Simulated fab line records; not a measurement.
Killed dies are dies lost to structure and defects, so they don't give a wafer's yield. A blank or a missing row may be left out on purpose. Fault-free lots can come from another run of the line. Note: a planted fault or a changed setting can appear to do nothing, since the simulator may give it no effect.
The same fault as seen by 2 desks :: flow nand_harc :: numbers are kept per desk, each desk with only its own; the story behind them comes last

## THE DEFECT DESK
What the inspections along the route counted, lot by lot: means of the sampled wafers that have a number. The brackets show how far a lot's mean lies from the usual mean; more than 4 standard deviations puts the lot out of limits, marked OUT.
Columns: A = raw_defect_count at NHARC_A_SGD_CUT_INSPECT_11, usual 18
lot: L658
first seen here: day 13 23:52
A: 18

lot: L660
first seen here: day 14 14:04
A: 27

lot: L661
first seen here: day 14 14:15
A: 22

lot: L664
first seen here: day 14 21:25
A: 26

lot: L663
first seen here: day 14 21:35
A: 13

lot: L667
first seen here: day 15 10:51
A: 26

lot: L666
first seen here: day 15 11:01
A: 9

lot: L665
first seen here: day 15 22:23
A: 12

lot: L668
first seen here: day 16 10:08
A: 28

lot: L669
first seen here: day 16 10:41
A: 7

lot: L672
first seen here: day 17 05:32
A: 10

lot: L674
first seen here: day 18 00:16
A: 8

lot: L677
first seen here: day 18 00:31
A: 16

lot: L675
first seen here: day 18 02:14
A: 29
Finding of this desk: none of the 14 lots has anything out of limits.

## TOOL OWNER'S DESK, rie_diel-05
The tool's own readings at NHARC_A_SGD_CUT_ETCH_58 (etches the open film in CF4, target depth 39 nm, time 65 s): means of the sampled wafers that have a number, for each lot that ran on this tool. The brackets show how far a lot's mean lies from the usual mean; more than 4 standard deviations puts the lot out of limits, marked OUT.
Columns: A = drypump_motor_current_A at NHARC_A_SGD_CUT_ETCH_58, usual 5.8 A; B = oes_product_au at NHARC_A_SGD_CUT_ETCH_58, usual 0.997 a.u.; C = rf_vpp_V at NHARC_A_SGD_CUT_ETCH_58, usual 151.0 V; D = showerhead_plenum_p_Torr at NHARC_A_SGD_CUT_ETCH_58, usual 1.74 Torr; E = throttle_valve_pct at NHARC_A_SGD_CUT_ETCH_58, usual 13.285 %
lot: L663
first seen here: day 14 21:44
A: 6.4
B: 0.979
C: 151.2
D: 1.82
E: 13.289

lot: L669
first seen here: day 16 10:50
A: 6.3
B: 0.990
C: 151.2
D: 1.75
E: 13.280

lot: L677
first seen here: day 18 00:40
A: 6.0
B: 0.802 (-16) OUT
C: 152.2
D: 1.80
E: 13.293

lot: L675
first seen here: day 18 02:23
A: 6.0
B: 0.928 (-5.7) OUT
C: 151.3
D: 1.82
E: 13.276
Finding of this desk: L675, L677 out of limits; the first was L677 at day 18 00:40, on oes_product_au at NHARC_A_SGD_CUT_ETCH_58. In limits: L663, L669.

## BROUGHT TOGETHER
The tool owner's desk had the chance to raise an alarm at day 18 00:40 on L675, L677.
The defect desk saw nothing out of limits.
The defect desk has L675, L677 on record, within its limits.
NHARC_A_SGD_CUT_ETCH_58 was run on rie_diel-05 by each of the lots named.

## WHAT WAS PUT IN BY THE SIMULATOR
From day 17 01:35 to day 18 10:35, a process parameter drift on rie_diel-05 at NHARC_A_SGD_CUT_ETCH_58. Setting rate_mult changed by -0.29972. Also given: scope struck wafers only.
Struck lots among those shown: L675, L677.
How many hours passed from the start of the fault until each desk's first out-of-limits reading: the tool owner's desk, 23.
